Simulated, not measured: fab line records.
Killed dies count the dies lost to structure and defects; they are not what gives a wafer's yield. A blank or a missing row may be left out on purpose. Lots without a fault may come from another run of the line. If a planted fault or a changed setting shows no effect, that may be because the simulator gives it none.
Problem report in the 8D (eight disciplines) form, filled by code + flow n5-finfet + the parts of the form that need people (team, actions taken, sign-off) are left out

1. WHAT WENT WRONG
N5_DUMMY_GATE_ETCH_29, rf-fwd-power-W: mean 1033 W over 1 wafer from 1 lot; wafers with no fault: 832 W, standard deviation 3.4. That puts it +59 standard deviations away from the usual mean.
The step: etches underlayer in N2/H2, target depth 13 nm.
The first sign was on wafer L667.1 at day 6 06:23, on rie-diel-02. The record has a number at this step for 27 wafers belonging to 9 lots. Rule for "out", or "out of limits": more than 4 standard deviations from the usual mean. All remaining wafers that have a number are taken as sound.

2. WHAT IT IS; WHAT IT IS NOT
| question                    | is                       | is not                                                                          |
|-----------------------------|--------------------------|---------------------------------------------------------------------------------|
| which readings at this step | rf-fwd-power-W, rf-vpp-V | drypump-motor-current-A, oes-product-au, showerhead-plenum-p-Torr               |
| which lots                  | L667                     | L657, L658, L660, L661, L666, L672, L675, L676                                  |
| which wafers of those lots  | L667.1                   | L667.2, L667.3                                                                  |
| read on which tools         | rie-diel-02              | rie-diel-01, rie-diel-03                                                        |
| when                        | from day 6 06:23         | up to then (17 sound wafers); but 9 sound wafers of L672, L675, L676 came after |

3. THE SUSPECTS, EACH WITH WHAT RULES IT OUT
Counting: if a tool at a process step up to the reading ran every lot that is out, it stays a suspect. Sound lots after the first of them don't rule it out here, since some wafers of a struck lot are sound.
- rie-diel-02 at N5_DUMMY_GATE_DESCUM_20 (chemistry O2, time 6.2 s): kept. L667, the lot that is out, went through it at day 6 06:20; up to then, the latest sound lot through it was L658 at day 3 23:46.
- rie-diel-02 at N5_DUMMY_GATE_ETCH_29 (etches underlayer in N2/H2, target depth 13 nm): kept. L667, the lot that is out, went through it at day 6 06:23; up to then, the latest sound lot through it was L658 at day 3 23:50. Out on those wafers are its own readings of rf-fwd-power-W, rf-vpp-V.
- rie-diel-02, N5_DUMMY_GATE_DESCUM_20: wafers that are out in chamber 1, sound lot-mates in chambers 0, 2.
- rie-diel-02, N5_DUMMY_GATE_ETCH_29: wafers that are out in chamber 1, sound lot-mates in chambers 0, 2.
Left after counting: rie-diel-02 at N5_DUMMY_GATE_DESCUM_20, rie-diel-02 at N5_DUMMY_GATE_ETCH_29.

4. THE CAUSE (what the simulator had put in)
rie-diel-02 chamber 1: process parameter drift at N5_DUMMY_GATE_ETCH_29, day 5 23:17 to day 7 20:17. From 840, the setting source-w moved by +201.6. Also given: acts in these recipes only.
This tool is one of the 2 suspects left after counting.

5. SEQUENCE OF EFFECTS, ordered by route
Rows list readings where the struck wafers' mean (over those with a number) sits beyond 3 standard deviations from the usual. Only readings for which the record gives a usual standard deviation are gone through. hours: the time from each lot's start at the first step in this table that gives one to its start at this step, as a median over the lots. sigmas: the change in usual standard deviations.
| hours | step                  | reading        | usual   | on struck wafers | change | sigmas |
|-------|-----------------------|----------------|---------|------------------|--------|--------|
| 0     | N5_DUMMY_GATE_ETCH_29 | rf-fwd-power-W | 832 W   | 1033             | +201   | +59    |
| 0     | N5_DUMMY_GATE_ETCH_29 | rf-vpp-V       | 525.0 V | 487.0            | -38.0  | -17    |
It contains these process steps:
- N5_DUMMY_GATE_ETCH_29: etches underlayer in N2/H2, target depth 13 nm.
Later steps that measure or inspect, where all struck wafers having a row at the step show a number for every such reading and not one has moved that far: N5_BEOL_M4_RC_MEAS_101.

6. HOW IT WOULD HAVE BEEN CAUGHT EARLIER
First out-of-limits reading in this record: day 6 06:23, which is 7 hours after fault onset at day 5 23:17.
